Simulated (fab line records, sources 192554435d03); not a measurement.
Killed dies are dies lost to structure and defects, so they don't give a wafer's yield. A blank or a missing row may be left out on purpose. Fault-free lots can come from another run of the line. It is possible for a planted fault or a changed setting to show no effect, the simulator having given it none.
Which tool was responsible? | flow n5 finfet | 13 lots with 37 wafers sampled at 4 steps, on a route of 1938 steps

WHAT THE GAUGES READ, wafer by wafer
N5_PASSIVATION_INSPECT_61: inspects for defects (macro). Usual: raw defect count reads 2.3 (standard deviation 1.5).
lot  | measured     | on                | raw defect count | flag
L553 | day 12 00:35 | defect inspect-02 | 5 0 1            |
L556 | day 12 21:17 | defect inspect-01 | 1 5 2            |
L555 | day 13 03:32 | defect inspect-02 | 4 4 4            |
L557 | day 13 12:34 | defect inspect-02 | 0 1 4            |
L565 | day 15 13:23 | defect inspect-01 | 2 2              |
L564 | day 15 13:32 | defect inspect-02 | 2 3              |
L569 | day 16 03:12 | defect inspect-02 | 0 4 2            |
L568 | day 16 10:34 | defect inspect-01 | 1 6 3            |
L570 | day 16 18:18 | defect inspect-02 | 3 1 2            |
L571 | day 16 21:17 | defect inspect-01 | 4 4 2            |
L572 | day 17 07:25 | defect inspect-02 | 2 4 1            |
L575 | day 18 09:08 | defect inspect-01 | 1 3 5            |
L576 | day 18 12:15 | defect inspect-01 | 3 3 3            |

N5_PASSIVATION_INSPECT_64: inspects for defects (macro). Usual: raw defect count reads 2.0 (standard deviation 1.4).
lot  | measured     | on                | raw defect count | flag
L553 | day 12 02:43 | defect inspect-02 | 5 2 2            |
L556 | day 12 22:48 | defect inspect-01 | 2 0 2            |
L555 | day 13 05:09 | defect inspect-01 | 1 0 3            |
L557 | day 13 14:50 | defect inspect-01 | 2 1 0            |
L565 | day 15 15:31 | defect inspect-01 | 2 2              |
L564 | day 15 15:53 | defect inspect-02 | 3 1              |
L569 | day 16 06:15 | defect inspect-02 | 1 2 1            |
L568 | day 16 12:58 | defect inspect-01 | 2 4 4            |
L570 | day 16 21:58 | defect inspect-01 | 5 1 0            |
L571 | day 16 22:39 | defect inspect-01 | 0 1 2            |
L572 | day 17 09:43 | defect inspect-01 | 1 5 5            |
L575 | day 18 10:53 | defect inspect-01 | 2 0 3            |
L576 | day 18 16:40 | defect inspect-02 | 1 1 2            |

N5_PASSIVATION_OVL_MEAS_66. Usual: for PASS_OPEN_OVL the level is 4 nm and the standard deviation is 4.8.
lot  | measured     | on         | PASS_OPEN_OVL (nm) | flag
L553 | day 12 04:28 | overlay-02 | 11 3 13            |
L556 | day 13 00:40 | overlay-02 | 3 8 4              |
L555 | day 13 06:58 | overlay-01 | 5 6 5              |
L557 | day 13 16:33 | overlay-01 | -2 -6 -1           |
L565 | day 15 17:28 | overlay-01 | -1 3               |
L564 | day 15 17:43 | overlay-01 | -2 1               |
L569 | day 16 08:23 | overlay-01 | 2 6 11             |
L568 | day 16 14:47 | overlay-01 | 5 2 8              |
L570 | day 16 23:45 | overlay-01 | 5 1 -3             |
L571 | day 17 00:24 | overlay-02 | 12 13 4            |
L572 | day 17 11:41 | overlay-02 | -3 0 5             |
L575 | day 18 12:37 | overlay-01 | 10 7 7             |
L576 | day 18 18:44 | overlay-02 | 5 6 3              |

TOOL THAT RAN EACH LOT (tool first, then ch and the chambers of the sampled wafers, then the start)
lot  | N5_PASSIVATION_PECVD_53
L553 | pecvd-04 ch 0,2, day 12 03:54
L556 | pecvd-04 ch 0,2, day 13 00:05
L555 | pecvd-04 ch 0,1,2, day 13 06:26
L557 | pecvd-01 ch 0,1,2, day 13 15:59
L565 | pecvd-04 ch 0,2, day 15 16:47
L564 | pecvd-04 ch 0,2, day 15 17:08
L569 | pecvd-01 ch 1,2, day 16 07:49
L568 | pecvd-02 ch 0,1, day 16 14:12
L570 | pecvd-02 ch 0,2, day 16 23:11
L571 | pecvd-01 ch 0,1,2, day 16 23:49
L572 | pecvd-02 ch 0,2, day 17 10:59
L575 | pecvd-01 ch 0,1,2, day 18 12:02
L576 | pecvd-04 ch 1,2, day 18 18:02
- N5_PASSIVATION_PECVD_53: deposits SiO2 from TEOS/O2, target thk 800 nm, time 169.4 s.

AS READ BY THE TOOLS THEMSELVES (means over the sampled wafers that have a number; for cases with no such wafer, the mark the record gives instead)
N5_PASSIVATION_PECVD_53. Usual: chamber pressure Torr 6.499 Torr, standard deviation 0.015; run length s 197.3 s, standard deviation 0.51.
lot  | tool     | chamber pressure Torr (Torr) | run length s (s) | flag
L553 | pecvd-04 | 6.508                        | 197.4            |
L556 | pecvd-04 | 6.489                        | 197.4            |
L555 | pecvd-04 | 6.496                        | 197.4            |
L557 | pecvd-01 | 6.502                        | 197.5            |
L565 | pecvd-04 | 6.504                        | 156.2            | OFF
L564 | pecvd-04 | 6.494                        | 176.9            | OFF
L569 | pecvd-01 | 6.512                        | 197.3            |
L568 | pecvd-02 | 6.505                        | 197.3            |
L570 | pecvd-02 | 6.502                        | 197.8            |
L571 | pecvd-01 | 6.487                        | 196.9            |
L572 | pecvd-02 | 6.508                        | 197.4            |
L575 | pecvd-01 | 6.498                        | 197.3            |
L576 | pecvd-04 | 6.491                        | 197.0            |

THE ANSWER, worked out from the rows above alone
Rule: a lot is off if the mean of its wafers that have a number lies more than 3 standard deviations from the usual mean. A lot without any number at a reading at which 4 lots or more have one is off too. All remaining lots with rows at the step are treated as sound. Order of review: gauges by route order, followed by the tools' own readings, for which a lot's mean as printed above is used. The first step at which some lot is off is used, and at that step the reading that is off furthest; a lot without a number counts as furthest.
Off: L565, L564 (N5_PASSIVATION_PECVD_53, run length s).
A tool fits if, at that step or a process step before it, it ran every lot that is off, and no sound lot after the first of them. Not one of the candidates tried fits.

WHAT WAS PUT IN BY THE SIMULATOR
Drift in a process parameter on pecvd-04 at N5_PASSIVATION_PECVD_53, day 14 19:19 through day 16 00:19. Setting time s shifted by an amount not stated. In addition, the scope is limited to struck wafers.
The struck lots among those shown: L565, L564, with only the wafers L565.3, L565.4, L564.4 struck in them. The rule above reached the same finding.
